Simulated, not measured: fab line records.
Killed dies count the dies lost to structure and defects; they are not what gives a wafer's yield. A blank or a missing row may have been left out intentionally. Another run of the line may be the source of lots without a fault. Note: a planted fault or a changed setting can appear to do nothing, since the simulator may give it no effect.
Chamber matching -- flow n5_finfet -- 4 sister chambers for N5_BEOL_M12_VIA_ETCH_16 on rie_diel-03
The step etches SiOC in C4F8/O2/Ar, target depth 724.8 nm. 4 wafers are shown with their chamber, then 7 later ones without.

EACH WAFER AND ITS CHAMBER
wafer,chamber,throttle_valve_pct (%)
L085.1,1,24.44
L088.3,2,23.93
L089.3,3,23.79
L089.4,0,24.74

WAFERS WITHOUT THEIR CHAMBER
wafer,throttle_valve_pct (%)
L089.6,23.82
L087.1,24.47
L087.3,23.79
L087.5,23.80
L090.1,23.80
L090.4,24.74
L090.6,23.96

WHICH CHAMBER EACH ONE RAN IN
wafer,from the rows above,in truth
L089.6,3,3
L087.1,1,1
L087.3,3,3
L087.5,3,3
L090.1,3,3
L090.4,0,0
L090.6,2,2
Correctly placed: 7 of 7. From these rows, 0 cannot be placed. Wrongly placed: 0.
How it was worked out, from the rows above alone: a wafer's distance from a chamber is the root of the sum, over the readings, of the square of ((its reading less the chamber's mean) divided by the reading's scatter). If the next closest chamber is less than 2 further off than the closest, the wafer can't be placed; otherwise it belongs to the closest. Each chamber's mean is taken over the wafers shown for it. The scatter: with one shown wafer a chamber, the root of the mean of the squares of how far each hidden wafer lies from its nearest shown one.
